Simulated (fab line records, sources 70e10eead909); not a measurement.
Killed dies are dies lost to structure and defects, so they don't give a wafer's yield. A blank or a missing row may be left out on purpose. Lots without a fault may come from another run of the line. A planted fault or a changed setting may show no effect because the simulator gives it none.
Chamber matching | flow nand_harc | NHARC_A_SLIT_ETCH_29 on rie_diel-02: 4 sister chambers
The step etches the open film in CF4/O2, target depth 100 nm, overetch 10 nm, time 55 s. 4 wafers are shown with their chamber, then 7 later ones without.

WAFERS WITH THEIR CHAMBER
wafer  | chamber | drypump_motor_current_A (A)
L087.5 | 0       | 6.5
L091.1 | 3       | 5.5
L092.1 | 2       | 6.2
L092.2 | 1       | 4.9

WAFERS WITHOUT THEIR CHAMBER
wafer  | drypump_motor_current_A (A)
L092.5 | 4.9
L093.3 | 6.2
L093.5 | 6.2
L093.6 | 5.4
L096.1 | 6.6
L096.5 | 4.9
L096.6 | 6.2

WHICH CHAMBER EACH WENT THROUGH
wafer  | from the rows above | in truth
L092.5 | 1                   | 1
L093.3 | 2                   | 2
L093.5 | 2                   | 2
L093.6 | 3                   | 3
L096.1 | 0                   | 0
L096.5 | 1                   | 1
L096.6 | 2                   | 2
Placed correctly: 7 of 7. Can't be placed from these rows: 0. Placed wrongly: 0.
How it was worked out, from the rows above alone: a wafer's distance from a chamber is the root of the sum, over the readings, of the square of ((its reading less the chamber's mean) divided by the reading's scatter). The wafer belongs to the nearest chamber; if the next one is less than 2 further off, it can't be placed. A chamber's mean is the mean of its shown wafers. The scatter: with one shown wafer a chamber, the root of the mean of the squares of how far each hidden wafer lies from its nearest shown one.
